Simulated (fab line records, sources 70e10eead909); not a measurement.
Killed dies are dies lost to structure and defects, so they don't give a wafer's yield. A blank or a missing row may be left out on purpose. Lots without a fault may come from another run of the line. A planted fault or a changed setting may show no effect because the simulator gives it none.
One fault seen from 2 desks | flow nand_harc | each desk has only its own numbers; what lay behind them comes last

THE TOOL OWNER'S DESK: cvd_w-02
The tool's own readings at NHARC_A_CONTACT_CVD_19 (deposits W, target thk 300 nm, time 802 s): means of the sampled wafers that have a number, for each lot that ran on this tool. A lot is out of limits, marked OUT, if its mean lies more than 4 standard deviations from the usual mean; the brackets give that distance.
Columns: A = heater_power_w at NHARC_A_CONTACT_CVD_19, usual 456 W; B = throttle_valve_pct at NHARC_A_CONTACT_CVD_19, usual 7.82 %
lot  | first seen here | A   | B
L754 | day 17 16:53    | 444 | 8.02
L755 | day 17 22:55    | 453 | 8.00
L752 | day 18 02:23    | 443 | 7.81
L759 | day 19 21:01    | 441 | 8.08
L764 | day 20 20:32    | 463 | 7.71
L765 | day 20 21:57    | 434 | 7.85
L772 | day 22 04:22    | 438 | 7.96
L771 | day 22 07:07    | 429 | 7.71
This desk's finding: nothing out of limits on any of the 8 lots.

THE METROLOGY DESK
What the gauges read, lot by lot, whatever tool the lot ran on: means of the sampled wafers that have a number. A lot is out of limits, marked OUT, if its mean lies more than 4 standard deviations from the usual mean; the brackets give that distance.
Columns: A = cd_nm at NHARC_THIN_TSV_CD_MEAS_12, usual 999.3 nm
lot  | first seen here | A
L751 | day 18 19:38    | 999.0
L754 | day 18 21:59    | 1000.0
L755 | day 19 08:05    | 996.9
L752 | day 19 09:08    | 1001.3
L757 | day 20 10:38    | 997.7
L760 | day 20 14:55    | 999.1
L759 | day 21 05:37    | 1000.2
L763 | day 21 10:57    | 998.0
L762 | day 21 13:22    | 998.3
L765 | day 22 16:40    | 996.9
L764 | day 22 18:00    | 999.4
L767 | day 22 20:14    | 1001.3
L771 | day 23 17:28    | 999.7
L772 | day 23 18:39    | 998.9
This desk's finding: nothing out of limits on any of the 14 lots.

PUT TOGETHER
The tool owner's desk saw nothing out of limits.
The metrology desk saw nothing out of limits.

WHAT THE SIMULATOR HAD PUT IN
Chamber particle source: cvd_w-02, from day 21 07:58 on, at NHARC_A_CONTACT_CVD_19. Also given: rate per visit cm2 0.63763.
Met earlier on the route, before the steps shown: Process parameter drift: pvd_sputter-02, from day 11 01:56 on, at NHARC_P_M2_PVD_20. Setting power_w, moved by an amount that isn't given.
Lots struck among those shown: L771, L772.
